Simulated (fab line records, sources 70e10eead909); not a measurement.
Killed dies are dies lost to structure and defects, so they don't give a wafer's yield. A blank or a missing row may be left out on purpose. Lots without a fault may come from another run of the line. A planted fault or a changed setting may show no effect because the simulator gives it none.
Which tool did it? | flow nand_harc | 12 lots, 36 wafers sampled, at 6 steps of a route of 1302

WHAT THE GAUGES READ, wafer by wafer
NHARC_P_CONTACT_CD_MEAS_12: target cd 90 nm.
lot  | measured     | on        | cd_nm (nm)
L250 | day 5 23:44  | cd_sem-03 | 90.3 89.7 91.3
L251 | day 6 10:52  | cd_sem-02 | 89.4 89.5 89.0
L252 | day 6 12:47  | cd_sem-02 | 90.4 89.8 89.6
L253 | day 7 11:08  | cd_sem-03 | 88.8 90.2 88.7
L256 | day 8 05:50  | cd_sem-02 | 90.2 90.8 90.3
L257 | day 8 21:33  | cd_sem-03 | 88.4 89.6 88.8
L258 | day 9 04:44  | cd_sem-03 | 90.2 90.6 90.9
L261 | day 10 09:17 | cd_sem-01 | 90.0 89.4 90.5
L262 | day 10 19:08 | cd_sem-01 | 87.0 86.9 86.1 87.2 86.5 86.1
L266 | day 12 12:39 | cd_sem-01 | 89.0 90.7 90.1
L272 | day 14 23:59 | cd_sem-01 | 89.8 88.5 88.9
L273 | day 15 08:52 | cd_sem-02 | 90.6 90.1 92.0

NHARC_END_SORT_01.
lot  | measured     | on        | killed_at_array | killed_at_other | killed_at_periphery | killed_dies | killed_open | killed_short
L262 | day 29 06:35 | prober-01 | 78              | 0               | 5                   | 83          | 2           | 6

WHICH TOOL RAN EACH LOT (tool, then ch and the chambers of the sampled wafers, then the start)
lot  | NHARC_P_GATE_RTA_64              | NHARC_P_GATE_RTA_82              | NHARC_P_CONTACT_EXPOSE_09          | NHARC_P_CONTACT_ETCH_31
L250 | rtp_anneal-01 ch 0, day 5 20:54  | rtp_anneal-02 ch 0, day 5 21:58  | arfi_scanner-03 ch 0, day 5 23:37  | rie_diel-04 ch 0,2,3, no start
L251 | rtp_anneal-02 ch 0, day 6 07:58  | rtp_anneal-01 ch 0, day 6 09:12  | arfi_scanner-03 ch 0, day 6 10:44  | rie_diel-04 ch 0,1, no start
L252 | rtp_anneal-02 ch 0, day 6 09:51  | rtp_anneal-02 ch 0, day 6 10:59  | arfi_scanner-01 ch 0, day 6 12:38  | rie_diel-05 ch 2,3, no start
L253 | rtp_anneal-02 ch 0, day 7 08:14  | rtp_anneal-01 ch 0, day 7 09:18  | arfi_scanner-02 ch 0, day 7 11:00  | rie_diel-05 ch 1,2,3, no start
L256 | rtp_anneal-01 ch 0, day 8 03:04  | rtp_anneal-02 ch 0, day 8 04:11  | arfi_scanner-01 ch 0, day 8 05:42  | rie_diel-05 ch 1,2,3, no start
L257 | rtp_anneal-01 ch 0, day 8 18:40  | rtp_anneal-02 ch 0, day 8 19:50  | arfi_scanner-01 ch 0, day 8 21:25  | rie_diel-06 ch 1,3, no start
L258 | rtp_anneal-01 ch 0, day 9 02:02  | rtp_anneal-01 ch 0, day 9 03:05  | arfi_scanner-01 ch 0, day 9 04:36  | rie_diel-06 ch 2,3, no start
L261 | rtp_anneal-02 ch 0, day 10 06:32 | rtp_anneal-02 ch 0, day 10 07:38 | arfi_scanner-02 ch 0, day 10 09:09 | rie_diel-05 ch 1,2, no start
L262 | rtp_anneal-02 ch 0, day 10 16:19 | rtp_anneal-01 ch 0, day 10 17:23 | arfi_scanner-03 ch 0, day 10 18:59 | rie_diel-04 ch 0,1,3, day 29 06:35 or earlier
L266 | rtp_anneal-02 ch 0, day 12 09:59 | rtp_anneal-01 ch 0, day 12 11:03 | arfi_scanner-02 ch 0, day 12 12:31 | rie_diel-05 ch 2,3, no start
L272 | rtp_anneal-01 ch 0, day 14 21:17 | rtp_anneal-01 ch 0, day 14 22:21 | arfi_scanner-03 ch 0, day 14 23:52 | rie_diel-04 ch 0,1, no start
L273 | rtp_anneal-02 ch 0, day 15 06:01 | rtp_anneal-02 ch 0, day 15 07:04 | arfi_scanner-01 ch 0, day 15 08:43 | rie_diel-06 ch 0,1,2, no start
- NHARC_P_GATE_RTA_64: time 1 s.
- NHARC_P_GATE_RTA_82: time 30 s.
- NHARC_P_CONTACT_EXPOSE_09: exposes mask P CA, target cd 90 nm.
- NHARC_P_CONTACT_ETCH_31: etches the open film in CH3F/O2, target depth 30 nm, time 85.7 s.

WHAT THE TOOLS THEMSELVES READ (means of the sampled wafers that have a number; where no wafer has one, the mark that the record gives instead)
NHARC_P_GATE_RTA_64.
lot  | tool          | lamp_power_pct (%) | lamp_zone_2_pct (%) | wafer_temp_C_max
L250 | rtp_anneal-01 | 35.8               | 35.8                | 1052.5
L251 | rtp_anneal-02 | 37.3               | 37.3                | 1055.2
L252 | rtp_anneal-02 | 37.3               | 37.3                | 1055.0
L253 | rtp_anneal-02 | 37.3               | 37.3                | 1055.4
L256 | rtp_anneal-01 | 35.8               | 35.8                | 1052.9
L257 | rtp_anneal-01 | 35.8               | 35.7                | 1052.3
L258 | rtp_anneal-01 | 35.7               | 35.8                | 1052.1
L261 | rtp_anneal-02 | 37.3               | 37.3                | 1054.4
L262 | rtp_anneal-02 | 37.3               | 37.3                | 1056.5
L266 | rtp_anneal-02 | 37.3               | 37.3                | 1055.2
L272 | rtp_anneal-01 | 35.8               | 35.8                | 1052.7
L273 | rtp_anneal-02 | 37.3               | 37.3                | 1055.5

NHARC_P_GATE_RTA_82.
lot  | tool          | lamp_power_pct (%) | lamp_zone_2_pct (%) | wafer_temp_C_max
L250 | rtp_anneal-02 | 4.37               | 4.37                | 451.9
L251 | rtp_anneal-01 | 4.19               | 4.19                | 451.0
L252 | rtp_anneal-02 | 4.37               | 4.37                | 452.2
L253 | rtp_anneal-01 | 4.19               | 4.19                | 450.9
L256 | rtp_anneal-02 | 4.37               | 4.37                | 452.5
L257 | rtp_anneal-02 | 4.36               | 4.36                | 451.9
L258 | rtp_anneal-01 | 4.19               | 4.19                | 451.0
L261 | rtp_anneal-02 | 4.36               | 4.37                | 452.1
L262 | rtp_anneal-01 | 4.19               | 4.19                | 451.1
L266 | rtp_anneal-01 | 4.19               | 4.19                | 451.6
L272 | rtp_anneal-01 | 4.19               | 4.19                | 451.5
L273 | rtp_anneal-02 | 4.37               | 4.37                | 451.8

NHARC_P_CONTACT_ETCH_31.
lot  | tool        | ch3f_flow_sccm (sccm) | drypump_motor_current_A (A) | oes_product_au (a.u.) | rf_vpp_V (V) | showerhead_plenum_p_Torr (Torr) | throttle_valve_pct (%)
L250 | rie_diel-04 | 50.02                 | 5.9                         | 0.981                 | 246.3        | 2.60                            | 20.656
L251 | rie_diel-04 | 49.98                 | 5.7                         | 0.994                 | 246.5        | 2.60                            | 20.659
L252 | rie_diel-05 | 50.10                 | 5.6                         | 0.982                 | 245.5        | 2.57                            | 20.665
L253 | rie_diel-05 | 50.05                 | 5.6                         | 0.972                 | 245.6        | 2.54                            | 20.658
L256 | rie_diel-05 | 49.93                 | 5.5                         | 0.976                 | 245.8        | 2.54                            | 20.664
L257 | rie_diel-06 | 49.93                 | 5.8                         | 0.981                 | 243.7        | 2.44                            | 20.661
L258 | rie_diel-06 | 50.00                 | 5.8                         | 0.982                 | 245.8        | 2.54                            | 20.666
L261 | rie_diel-05 | 49.84                 | 5.2                         | 0.973                 | 245.9        | 2.54                            | 20.651
L262 | rie_diel-04 | 49.78                 | 5.9                         | 0.952                 | 245.8        | 2.58                            | 20.667
L266 | rie_diel-05 | 50.02                 | 5.3                         | 0.969                 | 246.2        | 2.57                            | 20.670
L272 | rie_diel-04 | 49.97                 | 5.7                         | 0.958                 | 246.0        | 2.59                            | 20.671
L273 | rie_diel-06 | 50.00                 | 5.9                         | 0.965                 | 243.3        | 2.43                            | 20.660

THE ANSWER, worked out from the rows above alone
Rule: what is usual is taken from the lots themselves. Put in order of their means at a reading, lots are off if they are a third of the lots or fewer, leave a main group of 4 or more, and stand apart from it by a gap of 3 or more times the standard deviation of the main group's means; of several such gaps the widest counts. A main group whose means are all the same, to the digits that the tables above print for the reading, isn't used. A lot without any number at a reading at which 4 lots or more have one is off too. The other lots that the step has rows for count as sound. The gauges are gone through in route order, then the tools' own readings, and for those a lot's mean is taken as printed above. The first step at which some lot is off is used, and at that step the reading that is off furthest; a lot without a number counts as furthest.
Off: L262, at NHARC_P_CONTACT_CD_MEAS_12 (cd_nm). The main group: mean 89.9 nm, standard deviation 0.64.
A tool fits if, at a process step before that reading, it ran every lot that is off, and no sound lot after the first of them. The gauges at NHARC_P_CONTACT_CD_MEAS_12 are tried like those tools. None of those tried fits.

WHAT THE SIMULATOR HAD PUT IN
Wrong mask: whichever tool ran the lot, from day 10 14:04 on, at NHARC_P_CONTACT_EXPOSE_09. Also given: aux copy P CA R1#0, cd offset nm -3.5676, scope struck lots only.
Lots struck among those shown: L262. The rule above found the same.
